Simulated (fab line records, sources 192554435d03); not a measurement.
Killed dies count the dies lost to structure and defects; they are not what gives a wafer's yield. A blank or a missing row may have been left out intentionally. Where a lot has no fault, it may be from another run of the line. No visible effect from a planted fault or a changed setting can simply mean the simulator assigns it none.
Code-filled problem report in 8D (eight disciplines) form	flow n5-finfet	the parts of the form that need people (team, actions taken, sign-off) are left out

## 1. WHAT IS WRONG
run-length-s at N5_BEOL_M2_CVD_47 reads a mean of 251.0 s on 3 wafers of 3 lots; wafers without a fault read 246.6 s with a standard deviation of 0.31. Relative to the usual mean, that is a shift of +14 standard deviations.
The step: deposits Co from CCTBA/H2, target thk 3 nm, time 223.8 s.
Earliest sighting: wafer L423.6 on cvd-co-01 at day 12 01:45. Wafers with a number at this step in the record: 29, from 10 lots. Rule for "out", or "out of limits": more than 4 standard deviations from the usual mean. The rest of the wafers with a number are treated as sound.

## 2. WHAT IT IS AND WHAT IT IS NOT
question	is	is not
which readings at this step	run-length-s	-
which lots	L420, L423, L426	L407, L409, L411, L413, L415, L424, L427
which wafers of those lots	L420.2, L423.6, L426.2	L420.1, L420.3, L423.1, L423.3, L426.3
read on which tools	cvd-co-01	cvd-co-02
when	from day 12 01:45	up to then (20 sound wafers); but 6 sound wafers of L420, L424, L426 came after

## 3. WHAT RULES OUT EACH SUSPECT
Counting: any tool at a process step up to the reading remains a suspect provided it ran every lot that is out. Sound lots after the first of them don't rule it out here, since some wafers of a struck lot are sound.
- cvd-co-01 at N5_BEOL_M2_CVD_47 (deposits Co from CCTBA/H2, target thk 3 nm, time 223.8 s): kept. It processed each lot that is out (first: L423, day 12 01:45); up to then, its last sound lot is L415 (day 8 10:58). Out on those wafers are its own readings of run-length-s.
Remaining after the count: cvd-co-01 at N5_BEOL_M2_CVD_47.

## 4. THE CAUSE (what the simulator had put in)
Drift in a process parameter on cvd-co-01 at N5_BEOL_M2_CVD_47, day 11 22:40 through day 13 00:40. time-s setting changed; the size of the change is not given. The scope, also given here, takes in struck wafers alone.
After counting, this tool was the only one left.

## 5. SEQUENCE OF EFFECTS, ordered by route
Rows list readings where the struck wafers' mean (over those with a number) sits beyond 3 standard deviations from the usual. Scope: only readings with a usual standard deviation given in the record; hours: median across lots of the time from each lot's start at the first step in this table that gives one to its start at this step; sigmas: change in usual standard deviations.
hours	step	reading	usual	on struck wafers	change	sigmas
0	N5_BEOL_M2_CVD_47	run-length-s	246.6 s	251.0	+4.4	+14
Here are the process steps it includes:
- N5_BEOL_M2_CVD_47: deposits Co from CCTBA/H2, target thk 3 nm, time 223.8 s.
At these later measuring or inspecting steps, every struck wafer for which the step has a row has a number for every such reading, and none has moved that far: N5_BEOL_M4_RC_MEAS_101.

## 6. WHAT WOULD HAVE CAUGHT IT SOONER
In this record no reading fell out of limits until day 12 01:45, 3 hours after the fault had begun at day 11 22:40.
